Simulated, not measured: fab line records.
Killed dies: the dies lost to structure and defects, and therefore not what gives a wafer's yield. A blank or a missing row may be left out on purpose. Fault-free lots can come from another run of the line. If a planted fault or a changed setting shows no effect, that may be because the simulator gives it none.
fab line records    flow n5_finfet
record: lots: 6  wafers: 18  last_day: 17
route steps=1938 shown BEOL_M15@1823 PASS1_DEP@1831 MIM_BOT@1832 MIM_TOP@1834 PASSIVATION@1936
lots that met no fault: taken from a fault-free run of the same line
start_h: hours from the record's opening day to when the first of the lot's shown wafers began    wait_h: hours since the lot's step before    " the same as in the row above    L1.1+2: a single row standing in for several wafers    - no value, or no start given    * or withheld: withheld    < > ~ a bound
route shown NAME@n: NAME is a module with steps in the file, n the number in the route of the first one    usual: the fault-free wafers' mean and standard deviation    same: alike in all rows    chamber/n: place in a boat    sites: each site's reading    _std_site: how widely they spread, as a standard deviation    _edge_site: outer sites' mean less inner sites'    radius_mm: for every site, how far away it sits from the centre of the wafer    mask NAME#n: copy n    behind: the last tool/chamber to shape the wafer    hold: the reason the lot was held/the length of the hold in hours/how it ended    device: the n, p or np transistor that did not switch    end of line: the same wafers' tests at the end of the route    step lacking rows: just its recipe    killed: count of dies lost to structure and defects at first sort (not the wafer's yield)    map: dies across one wafer; x = killed, . = not, _ = none there
set.NAME: the run value of the setting; set.NAME@STEP: its run value at that earlier step    model.NAME: the simulator's own value behind a step, which no gauge read
a table for each step, a row for each wafer; lots at some steps of the route
services: from which hour (start_h, from the record's first day; less than 0 if before it) a tool's chamber was out of use, for how many hours, and why
== steps ==
step: N5_BEOL_M15_ANNEAL_48
recipe: temp_c: 225  time_s: 90  ambient: N2
usual: wafer_temp_C_max: 225.88/0.26
lot.wafer  tool           chamber  start_h  wait_h  wafer_temp_C_max
L575.2     rtp_anneal-02  0        259.07   0.3     225.60
L575.4     "              0        "        "       226.02
L575.5     "              0        "        "       225.66
L582.2     rtp_anneal-02  0        297.37   0.4     225.26
L582.3     "              0        "        "       225.74
L582.6     "              0        "        "       225.69
L583.2     rtp_anneal-02  0        299.85   0.2     225.54
L583.5     "              0        "        "       225.59
L583.6     "              0        "        "       225.79
L591.1     rtp_anneal-01  0        339.60   0.2     225.83
L591.2     "              0        "        "       225.70
L591.6     "              0        "        "       226.19
L593.2     rtp_anneal-02  0        389.64   0.2     225.52
L593.3     "              0        "        "       225.72
L593.6     "              0        "        "       225.62
L597.1     rtp_anneal-02  0        393.94   0.2     226.08
L597.4     "              0        "        "       225.95
L597.6     "              0        "        "       225.96
step: N5_BEOL_M15_CMP_49
recipe: stop_on: SiO2  t_overpolish_s: 4.9  down_force_psi: 2  platen_rpm: 80  clearing_platen_down_force_psi: 2  clearing_platen_rpm: 80  post_cmp_clean: cu_alkaline  target_thk_nm: 850  clearing_platen_pad_velocity_m_s: 1.5917  pad_velocity_m_s: 1.5917
usual: barrier_field_endpoint_s: 11.34/0.25  motor_current_A: 8.0/0.66  overpolish_run_s: 4.900/0.0093  platen_rpm: 80.00/0.051
lot.wafer  tool    chamber  start_h  wait_h  barrier_field_endpoint_s  motor_current_A  overpolish_run_s  platen_rpm
L575.4     cmp-01  0        259.32   0.1     11.79                     8.2              4.899             80.00
L575.2     "       1        "        "       11.61                     8.0              4.917             79.92
L575.5     "       0        "        "       11.42                     8.0              4.887             80.04
L582.3     cmp-02  1        297.62   0.2     11.40                     7.8              4.904             80.01
L582.2     "       0        "        "       11.33                     8.1              4.906             80.00
L582.6     "       1        "        "       11.66                     7.1              4.904             79.97
L583.2     cmp-04  0        300.19   0.3     11.12                     7.3              4.901             79.96
L583.5     "       2        "        "       11.49                     7.3              4.902             80.12
L583.6     "       3        "        "       11.20                     8.5              4.886             80.02
L591.2     cmp-04  1        339.90   0.2     10.82                     6.8              4.900             79.95
L591.1     "       0        "        "       11.19                     7.6              4.897             79.95
L591.6     "       2        "        "       11.31                     7.1              4.915             80.00
L593.2     cmp-01  2        389.91   0.2     11.36                     8.0              4.913             80.01
L593.3     "       0        "        "       11.16                     8.6              4.907             80.01
L593.6     "       2        "        "       11.28                     8.5              4.885             79.91
L597.1     cmp-04  3        394.24   0.3     11.00                     8.9              4.890             80.00
L597.4     "       1        "        "       10.83                     6.7              4.897             80.07
L597.6     "       0        "        "       11.18                     7.4              4.901             79.97
step: N5_BEOL_M15_THK_MEAS_50
recipe: thk_meas_gauge: xrf  reads: Cu_of_BEOL_M15_ECD_47
usual: M15_THK: 862/19
lot.wafer  tool           chamber  start_h  wait_h  M15_THK[nm]
L575.2     film_metro-01  -        259.62   -       871
L575.4     "              -        "        "       859
L575.5     "              -        "        "       871
L582.2     film_metro-02  -        297.92   -       859
L582.3     "              -        "        "       843
L582.6     "              -        "        "       839
L583.2     film_metro-01  -        300.41   -       866
L583.5     "              -        "        "       869
L583.6     "              -        "        "       865
L591.1     film_metro-01  -        340.19   -       882
L591.2     "              -        "        "       903
L591.6     "              -        "        "       903
L593.2     film_metro-01  -        390.21   -       834
L593.3     "              -        "        "       860
L593.6     "              -        "        "       834
L597.1     film_metro-02  -        394.54   -       853
L597.4     "              -        "        "       854
L597.6     "              -        "        "       863
step: N5_BEOL_M15_PRE_CLEAN_52
recipe: gas: NH3  time_s: 15  temp_c: withheld  rf_power_w: 300
step: N5_BEOL_M15_DEP_53
recipe: material: SiCN  target_thk_a: 500  temp_c: withheld  precursor: 3MS/NH3  pressure_torr: 3  rf_w: 675  time_s: 17.8
usual: showerhead_plenum_p_Torr: 4.164/0.024  throttle_valve_pct: 18.5/1.1
lot.wafer  tool      chamber  start_h  wait_h  showerhead_plenum_p_Torr  throttle_valve_pct
L575.2     pecvd-02  0        259.68   0.0     4.192                     18.7
L575.4     "         0        "        "       4.188                     19.1
L575.5     "         1        "        "       4.157                     19.9
L582.2     pecvd-02  0        297.98   0.0     4.199                     18.9
L582.3     "         1        "        "       4.145                     19.9
L582.6     "         2        "        "       4.160                     17.3
L583.2     pecvd-03  1        300.48   0.0     4.176                     20.1
L583.5     "         1        "        "       4.167                     20.4
L583.6     "         2        "        "       4.145                     17.3
L591.1     pecvd-01  0        340.25   0.0     4.155                     17.5
L591.2     "         2        "        "       4.120                     17.6
L591.6     "         0        "        "       4.164                     17.4
L593.2     pecvd-02  1        390.27   0.0     4.149                     19.9
L593.3     "         0        "        "       4.198                     18.6
L593.6     "         1        "        "       4.162                     19.9
L597.1     pecvd-02  1        394.60   0.0     4.152                     20.0
L597.4     "         2        "        "       4.153                     17.9
L597.6     "         0        "        "       4.193                     18.9
step: N5_BEOL_M15_RS_MEAS_54
recipe: thk_meas_gauge: four-point-probe  reads: Cu_of_BEOL_M15_ECD_47+Ta_of_BEOL_M15_SPUTTER_44+TaN_of_BEOL_M15_SPUTTER_43
usual: M15_RS: 0.0217/0.00043
lot.wafer  tool           chamber  start_h  wait_h  M15_RS[ohm/sq]
L575.2     film_metro-02  -        259.74   0.1     0.0215
L575.4     "              -        "        "       0.0218
L575.5     "              -        "        "       0.0215
L582.2     film_metro-02  -        298.05   0.1     0.0220
L582.3     "              -        "        "       0.0223
L582.6     "              -        "        "       0.0223
L583.2     film_metro-02  -        300.57   0.1     0.0218
L583.5     "              -        "        "       0.0218
L583.6     "              -        "        "       0.0219
L591.1     film_metro-02  -        340.32   0.0     0.0214
L591.2     "              -        "        "       0.0209
L591.6     "              -        "        "       0.0209
L593.2     film_metro-01  -        390.34   0.1     0.0222
L593.3     "              -        "        "       0.0215
L593.6     "              -        "        "       0.0221
L597.1     film_metro-02  -        394.66   0.0     0.0218
L597.4     "              -        "        "       0.0219
L597.6     "              -        "        "       0.0217
step: N5_BEOL_M15_INSPECT_55
recipe: inspect_instrument: darkfield  mode: post_dep
usual: raw_defect_count: 68/25
lot.wafer  tool               chamber  start_h  wait_h  raw_defect_count
L575.2     defect_inspect-02  -        259.77   0.0     67
L575.4     "                  -        "        "       80
L575.5     "                  -        "        "       64
L582.2     defect_inspect-02  -        298.07   0.0     75
L582.3     "                  -        "        "       53
L582.6     "                  -        "        "       74
L583.2     defect_inspect-01  -        300.59   0.0     71
L583.5     "                  -        "        "       86
L583.6     "                  -        "        "       78
L591.1     defect_inspect-02  -        340.35   0.0     58
L591.2     "                  -        "        "       26
L591.6     "                  -        "        "       39
L593.2     defect_inspect-01  -        390.36   0.0     75
L593.3     "                  -        "        "       67
L593.6     "                  -        "        "       66
L597.1     defect_inspect-02  -        394.69   0.0     64
L597.4     "                  -        "        "       46
L597.6     "                  -        "        "       58
step: N5_BEOL_M15_RC_MEAS_101
usual: COMB_M10: 1.5e-11/3.1e-12  COMB_M11: 1.4e-11/3.1e-12  COMB_M12: 6.3e-12/1.3e-12  COMB_M13: 4.6e-12/9.7e-13  COMB_M14: 3.5e-12/8e-13  COMB_M14_max_site: 5e-12/1.2e-12  COMB_M15: 2.3e-12/4.8e-13  COMB_M5: 3.5e-11/7.4e-12  COMB_M6: 2.4e-11/5e-12  COMB_M7: 2.5e-11/5e-12  COMB_M8: 2.5e-11/5.1e-12  COMB_M9: 1.5e-11/3.3e-12  SERP_M10: 3.07/0.086  SERP_M11: 3.13/0.088  SERP_M12: 0.628/0.014  SERP_M13: 0.312/0.0069  SERP_M14: 0.161/0.0044  SERP_M5: 38.8/1.7  SERP_M6: 13.9/0.61  SERP_M7: 14.1/0.55  SERP_M8: 14.0/0.56  SERP_M9: 3.06/0.085  SERP_M9_max_site: 3.17/0.1
lot.wafer  tool       chamber  start_h  wait_h  COMB_M10[S/m]  COMB_M11[S/m]  COMB_M12[S/m]  COMB_M13[S/m]  COMB_M14[S/m]  COMB_M14_max_site[S/m]  COMB_M15[S/m]  COMB_M5[S/m]  COMB_M6[S/m]  COMB_M7[S/m]  COMB_M8[S/m]  COMB_M9[S/m]  SERP_M10[ohm/um]  SERP_M11[ohm/um]  SERP_M12[ohm/um]  SERP_M13[ohm/um]  SERP_M14[ohm/um]  SERP_M5[ohm/um]  SERP_M6[ohm/um]  SERP_M7[ohm/um]  SERP_M8[ohm/um]  SERP_M9[ohm/um]  SERP_M9_max_site[ohm/um]
L575.2     prober-01  0        259.95   0.2     1.3e-11        1.3e-11        6.4e-12        3.8e-12        3.7e-12        5.2e-12                 2.4e-12        3.6e-11       2.3e-11       1.9e-11       2.4e-11       9e-12         3.05              3.26              0.628             0.313             0.163             40.0             13.0             14.3             14.5             2.97             3.13
L575.4     "          0        "        "       1.8e-11        1.2e-11        6.3e-12        3.7e-12        4e-12          5.6e-12                 2.6e-12        4.3e-11       3.7e-11       1.9e-11       2.2e-11       2e-11         3.15              3.23              0.635             0.314             0.157             38.6             13.6             14.5             14.7             2.93             2.99
L575.5     "          0        "        "       1.6e-11        1.3e-11        6.2e-12        2.9e-12        3.9e-12        4.2e-12                 2.5e-12        3.9e-11       2.3e-11       2.2e-11       1.7e-11       1.4e-11       3.01              3.23              0.648             0.310             0.158             39.8             13.3             14.7             14.3             3.17             3.32
L582.2     prober-01  0        298.25   0.2     2.1e-11        1.1e-11        5.7e-12        4.4e-12        3.3e-12        4.7e-12                 2.6e-12        4.1e-11       2.3e-11       2.6e-11       1.6e-11       1.7e-11       3.06              3.15              0.609             0.308             0.157             40.7             13.8             13.8             14.0             3.12             3.17
L582.3     "          0        "        "       1.4e-11        1.6e-11        8.6e-12        7e-12          3e-12          5.2e-12                 2.6e-12        3.6e-11       4.2e-11       1.6e-11       2.5e-11       1.6e-11       2.88              3.07              0.619             0.307             0.157             40.6             13.6             14.1             13.7             3.14             3.24
L582.6     "          0        "        "       2.2e-11        1.7e-11        4.2e-12        3.3e-12        2.7e-12        4.9e-12                 1.7e-12        3.5e-11       2.1e-11       1.6e-11       1.5e-11       1.7e-11       2.97              3.11              0.609             0.304             0.162             38.3             14.0             13.7             13.5             3.11             3.26
L583.2     prober-02  0        301.02   0.4     1.1e-11        2.3e-11        5.7e-12        5.3e-12        2.8e-12        4.4e-12                 3.1e-12        2.7e-11       3.3e-11       2.9e-11       2.3e-11       1.1e-11       3.26              3.09              0.621             0.314             0.160             38.9             14.3             13.5             13.6             3.05             3.14
L583.5     "          0        "        "       1.6e-11        1.2e-11        6.7e-12        3.6e-12        3.6e-12        5.4e-12                 1.5e-12        3e-11         2.1e-11       2.5e-11       2.2e-11       1.2e-11       3.09              3.16              0.636             0.310             0.155             39.9             13.7             14.4             13.8             3.11             3.22
L583.6     "          0        "        "       1.4e-11        1.5e-11        5.4e-12        4.5e-12        3.1e-12        5.4e-12                 2.9e-12        3.4e-11       2.4e-11       2.6e-11       1.7e-11       1.4e-11       3.09              3.16              0.638             0.323             0.160             39.3             13.3             14.7             13.5             3.01             3.13
L591.1     prober-01  0        340.37   0.0     1.5e-11        1.4e-11        7.1e-12        5.5e-12        3.5e-12        4.4e-12                 2.3e-12        3e-11         2.1e-11       2.8e-11       2.2e-11       1.1e-11       3.20              3.20              0.623             0.309             0.169             37.1             13.1             14.2             14.6             3.02             3.14
L591.2     "          0        "        "       1.6e-11        1.6e-11        8.3e-12        5e-12          3.6e-12        5.4e-12                 2.6e-12        3.7e-11       3.3e-11       3.1e-11       3e-11         1.1e-11       3.11              3.20              0.621             0.314             0.169             38.9             13.8             14.4             14.4             3.13             3.22
L591.6     "          0        "        "       1.9e-11        1.7e-11        7.6e-12        6.1e-12        3.3e-12        6.3e-12                 2.6e-12        4.4e-11       2.7e-11       1.9e-11       3.6e-11       1.3e-11       3.28              3.12              0.638             0.312             0.171             40.2             13.2             15.0             14.0             3.07             3.11
L593.2     prober-02  0        390.54   0.2     1.4e-11        1.5e-11        6e-12          5.8e-12        3.5e-12        5.6e-12                 2.8e-12        3.2e-11       2.4e-11       2.4e-11       2.8e-11       1.4e-11       3.09              3.10              0.630             0.307             0.164             39.3             13.8             13.4             14.3             3.14             3.26
L593.3     "          0        "        "       1.5e-11        9e-12          8.4e-12        3.8e-12        5.2e-12        6.8e-12                 3e-12          2.9e-11       2.7e-11       1.9e-11       2.5e-11       1.9e-11       2.91              3.07              0.627             0.311             0.159             39.2             14.5             14.2             14.3             3.22             3.37
L593.6     "          0        "        "       1.4e-11        1e-11          5.8e-12        4.7e-12        3.2e-12        4.2e-12                 2.5e-12        2.5e-11       2.7e-11       1.8e-11       2.3e-11       1.8e-11       2.98              3.14              0.620             0.308             0.164             41.1             14.6             13.6             14.2             3.23             3.29
L597.1     prober-02  0        394.72   0.0     1.6e-11        1e-11          5.5e-12        3.4e-12        3e-12          3.4e-12                 1.9e-12        3e-11         3.4e-11       2.5e-11       3.1e-11       1.4e-11       3.07              3.19              0.621             0.313             0.164             35.7             14.4             15.1             13.9             3.03             3.11
L597.4     "          0        "        "       1.9e-11        1.4e-11        7e-12          4.8e-12        5.1e-12        7.9e-12                 1.7e-12        2.7e-11       2.4e-11       2.9e-11       2.3e-11       1.5e-11       3.16              3.33              0.620             0.306             0.166             34.4             14.8             14.3             14.0             3.17             3.33
L597.6     "          0        "        "       2.1e-11        1.4e-11        6.5e-12        4.5e-12        3.3e-12        5.3e-12                 1.7e-12        3.2e-11       2.6e-11       2.5e-11       2.7e-11       1.6e-11       3.03              3.27              0.625             0.305             0.170             34.8             15.4             14.3             14.7             3.09             3.14
step: N5_PASSIVATION_PECVD_00
recipe: material: SiO2  target_thk_a: 2000  temp_c: 400  precursor: SiH4/N2O  pressure_torr: 2.7  rf_w: 608  time_s: 11.2
usual: heater_power_w: 620/84  showerhead_plenum_p_Torr: 8.17/0.11  throttle_valve_pct: 51/3.1
lot.wafer  tool      chamber  start_h  wait_h  heater_power_w  showerhead_plenum_p_Torr  throttle_valve_pct
L575.2     pecvd-04  0        260.76   0.7     562             8.18                      49
L575.4     "         2        "        "       566             8.24                      47
L575.5     "         1        "        "       528             8.00                      50
L582.2     pecvd-04  2        299.07   0.7     553             8.24                      48
L582.3     "         1        "        "       543             8.00                      50
L582.6     "         2        "        "       559             8.24                      48
L583.2     pecvd-04  2        301.83   0.7     577             8.21                      48
L583.5     "         0        "        "       585             8.19                      49
L583.6     "         2        "        "       586             8.23                      48
L591.1     pecvd-01  0        341.34   0.8     609             8.19                      50
L591.2     "         2        "        "       786             8.01                      50
L591.6     "         0        "        "       617             8.20                      50
L593.2     pecvd-02  1        391.36   0.7     644             8.11                      57
L593.3     "         0        "        "       690             8.30                      54
L593.6     "         1        "        "       630             8.12                      57
L597.1     pecvd-02  1        395.68   0.8     592             8.11                      57
L597.4     "         1        "        "       612             8.13                      57
L597.6     "         2        "        "       698             8.17                      51
step: N5_MIM_BOT_DEGAS_01
recipe: ambient: vacuum  temp_c: 300  time_s: 60
step: N5_MIM_BOT_SPUTTER_00
recipe: material: TiN  target_thk_a: 350  temp_c: 200  power_w: 3000  chamber_pressure_pa: 0.49996  gas: Ar  reactive_partial_pa: 0.37997  time_s: 89.7
usual: cathode_dc_power_W: 3000.0/0.54  chamber_pressure_pa: 0.4998/0.00096  throttle_valve_pct: 30.2/1.1
lot.wafer  tool            chamber  start_h  wait_h  cathode_dc_power_W  chamber_pressure_pa  throttle_valve_pct
L575.2     pvd_sputter-03  -        261.23   0.0     3000.6              0.4999               28.6
L575.4     "               -        "        "       3000.3              0.5006               31.5
L575.5     "               -        "        "       3000.1              0.4982               28.9
L582.2     pvd_sputter-01  -        299.90   0.0     3000.1              0.4983               29.0
L582.3     "               -        "        "       3000.6              0.5016               31.4
L582.6     "               -        "        "       2999.9              0.5005               31.3
L583.2     pvd_sputter-03  -        302.65   0.0     2999.5              0.5005               31.2
L583.5     "               -        "        "       2998.6              0.5003               31.5
L583.6     "               -        "        "       2999.6              0.5009               29.4
L591.1     pvd_sputter-02  -        342.05   0.0     3000.8              0.5013               30.9
L591.2     "               -        "        "       3000.0              0.5000               31.0
L591.6     "               -        "        "       3000.0              0.5001               29.7
L593.2     pvd_sputter-02  -        392.46   0.0     2999.8              0.5001               31.2
L593.3     "               -        "        "       2998.9              0.5003               29.8
L593.6     "               -        "        "       3000.2              0.4991               30.8
L597.1     pvd_sputter-02  -        396.30   0.0     3000.2              0.5016               31.2
L597.4     "               -        "        "       3000.3              0.5007               29.5
L597.6     "               -        "        "       2999.1              0.5001               30.6
step: N5_MIM_TOP_ALD_00
recipe: material: Al2O3  target_thk_a: *  temp_c: withheld  ald_precursor_family: TMA  ald_co_reactant: O3  pulse_time_s: withheld  purge_time_s: 3  co_reactant_purge_time_s: withheld  co_reactant_pulse_time_s: 3  ald_cycles: withheld
step: N5_MIM_TOP_ALD_01
recipe: material: HfO2  target_thk_a: 56  temp_c: withheld  ald_precursor_family: Hf-amide  ald_co_reactant: O3  pulse_time_s: 1  purge_time_s: 3  co_reactant_purge_time_s: 2  co_reactant_pulse_time_s: 3  ald_cycles: 62
usual: ald_cycles: 62/0  precursor_pulse_height_rel: 0.999/0.021
lot.wafer  tool       chamber  start_h  wait_h  ald_cycles  precursor_pulse_height_rel  model.HfO2_of_MIM_TOP_ALD_01.thk_nm
L575.2     ald_hk-01  0        261      -       62          1.012                       5.6
L575.4     "          1        "        "       62          0.998                       5.6
L575.5     "          2        "        "       62          1.004                       5.6
L582.2     ald_hk-03  0        300      -       62          1.010                       5.6
L582.3     "          3        "        "       62          1.019                       5.6
L582.6     "          3        "        "       80          1.025                       7.2
L583.2     ald_hk-03  1        302      -       62          0.976                       5.6
L583.5     "          3        "        "       62          1.023                       5.6
L583.6     "          0        "        "       80          0.987                       7.2
L591.1     ald_hk-01  3        342      -       62          0.994                       5.6
L591.2     "          0        "        "       62          0.973                       5.6
L591.6     "          2        "        "       62          1.021                       5.6
L593.2     ald_hk-01  0        392      -       62          1.018                       5.6
L593.3     "          2        "        "       62          0.983                       5.6
L593.6     "          1        "        "       62          1.016                       5.6
L597.1     ald_hk-03  2        396      -       62          1.021                       5.6
L597.4     "          3        "        "       62          0.967                       5.6
L597.6     "          1        "        "       62          0.984                       5.6
step: N5_MIM_TOP_ALD_02
recipe: material: Al2O3  target_thk_a: *  temp_c: withheld  ald_precursor_family: TMA  ald_co_reactant: O3  pulse_time_s: withheld  purge_time_s: 3  co_reactant_purge_time_s: withheld  co_reactant_pulse_time_s: 3  ald_cycles: withheld
step: N5_PASSIVATION_PROBE_49
usual: defect_limited_yield: 91.1/1.3  killed_at_M0_to_M3: 35/11  killed_at_M4_up: 13/5.4  killed_at_contacts: 14/6.5  killed_at_front_end: 41/11  killed_at_other: 4/3.1  killed_dies: 106/15  killed_open: 69/12  killed_short: 35/7  sort_bin_5_function: 5.2/0.86  sort_bin_6_memory: 3.4/0.64  sort_bin_8_speed: 0.00/0.049  sort_n_pass: 1074/15  sort_yield_pct: 91.0/1.3
same: gross_dies: 1180  killed_at_back_side: 0  sort_bin_4_leakage[%]: 0
lot.wafer  tool       chamber  start_h  wait_h  defect_limited_yield[%]  killed_at_M0_to_M3  killed_at_M4_up  killed_at_contacts  killed_at_front_end  killed_at_other  killed_dies  killed_open  killed_short  sort_bin_5_function[%]  sort_bin_6_memory[%]  sort_bin_8_speed[%]  sort_n_pass  sort_yield_pct[%]
L583.2     prober-01  -        316.00   0.1     92.8                     31                  9                14                  28                   3                85           60           25            3.7                     3.3                   0                    1095         92.8
L583.5     prober-01  -        316.15   0.2     91.4                     12                  8                20                  51                   11               102          76           26            5.9                     2.7                   0                    1078         91.4
L583.6     prober-01  -        316.20   0.3     93.6                     8                   14               11                  34                   8                75           54           19            4.4                     1.7                   0                    1105         93.6
L591.1     prober-02  -        353.23   0.0     89.7                     35                  27               4                   53                   2                121          85           32            5.8                     4.3                   0                    1059         89.7
L591.2     prober-02  -        353.28   0.1     91.6                     25                  14               5                   51                   4                99           61           34            4.3                     3.6                   0                    1081         91.6
L591.6     prober-02  -        353.48   0.3     92.2                     32                  13               1                   41                   5                92           61           28            5.2                     2.4                   0                    1088         92.2
killed by level:class
L583.2 BEOL_M3:geometric_particle:open=13 MOL_CONTACT_COAG:geometric_particle:open=10 FIN_SAQP:geometric_particle:open=9 BEOL_M0_SAQP:geometric_particle:short=7 DUMMY_GATE:geometric_particle:open=5 MOL_CONTACT_COAG:geometric_particle:short=4 STI_FIN_REVEAL:geometric_particle:open=3 BEOL_M1:geometric_particle:open=3
L583.5 MOL_CONTACT_COAG:geometric_particle:open=16 STI_FIN_REVEAL:geometric_particle:open=15 FIN_SAQP:geometric_particle:open=12 BEOL_M3:geometric_particle:open=6 STI_FIN_REVEAL:geometric_particle:short=5 MOL_CONTACT_COAG:geometric_particle:short=4 STARTING-WAFER:geometric_particle:short=4 BEOL_M8:geometric_particle:open=4
L583.6 FIN_SAQP:geometric_particle:open=6 STI_FIN_REVEAL:geometric_particle:open=6 MOL_CONTACT_COAG:geometric_particle:open=6 GATE_CUT:geometric_particle:short=4 MOL_CONTACT_COAG:geometric_particle:short=4 BEOL_M7:geometric_particle:open=4 BEOL_M8:geometric_particle:open=4 PAD_METAL:geometric_particle:short=4
L591.1 FIN_SAQP:geometric_particle:open=17 BEOL_M4:geometric_particle:open=12 BEOL_M2:geometric_particle:open=10 FIN_SAQP:geometric_particle:short=8 BEOL_M2:geometric_particle:short=7 BEOL_M0_SAQP:geometric_particle:open=7 BEOL_M0_SAQP:geometric_particle:short=6 DUMMY_GATE:geometric_particle:open=5
L591.2 FIN_SAQP:geometric_particle:short=13 FIN_SAQP:geometric_particle:open=12 BEOL_M0_SAQP:geometric_particle:open=9 DUMMY_GATE:geometric_particle:open=7 MOL_CONTACT_COAG:geometric_particle:open=4 STI_FIN_REVEAL:geometric_particle:open=4 ILD0:geometric_particle:short=4 BEOL_M0_SAQP:geometric_particle:short=4
L591.6 FIN_SAQP:geometric_particle:open=14 BEOL_M0_SAQP:geometric_particle:short=12 BEOL_M0_SAQP:geometric_particle:open=11 BEOL_M4:geometric_particle:open=9 FIN_SAQP:geometric_particle:short=7 BEOL_M3:geometric_particle:open=7 STI_FIN_REVEAL:geometric_particle:open=6 GATE_CUT:geometric_particle:open=4
== services ==
tool           chamber  start_h  hours  kind
cmp-02         -        241.21   2.3    repair
cmp-01         -        244.66   2.3    repair
cmp-04         -        247.05   0.4    repair
pecvd-03       -        252.74   1.0    repair
cmp-04         -        267.62   0.9    repair
rtp_anneal-01  -        272.61   3.5    pm
cmp-04         -        274.84   1.9    repair
cmp-02         -        277.63   3.8    repair
ald_hk-03      -        295.86   2.9    repair
cmp-04         -        296.20   0.9    repair
cmp-04         -        297.43   2.3    repair
cmp-02         -        302.98   4.0    pm
pecvd-01       2        307.36   4.2    repair
ald_hk-01      -        329.06   0.5    repair
cmp-04         -        343.87   1.0    repair
cmp-04         -        344.93   3.2    repair
cmp-01         -        346.41   1.1    repair
cmp-02         -        354.18   12.6   pm
pecvd-02       2        356.25   2.6    repair
cmp-04         -        359.50   0.2    repair
cmp-04         -        361.10   0.4    repair
pecvd-01       1        374.05   3.0    repair
cmp-01         -        379.51   5.7    pm
cmp-04         -        383.43   4.0    pm
== key ==
first_sign: step: N5_MIM_TOP_ALD_01  reading: ald_cycles  direction: up  sigmas: 99+  usual: *  struck: *
effect none on later readings
model_effect: step: N5_MIM_TOP_ALD_01  value: HfO2_of_MIM_TOP_ALD_01.thk_nm  without: 5.6  struck: 7.2
met_at N5_MIM_TOP_ALD_01
struck_wafers L582.6,L583.6
fault: kind: process_parameter_drift  tool: ald_hk-03  chamber: -  onset_h: 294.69  steps: N5_MIM_TOP_ALD_01  channel: ald_cycles  offset: *  shape: step  end_h: 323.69  scope: struck_wafers_only  acts_in: *  stated: *
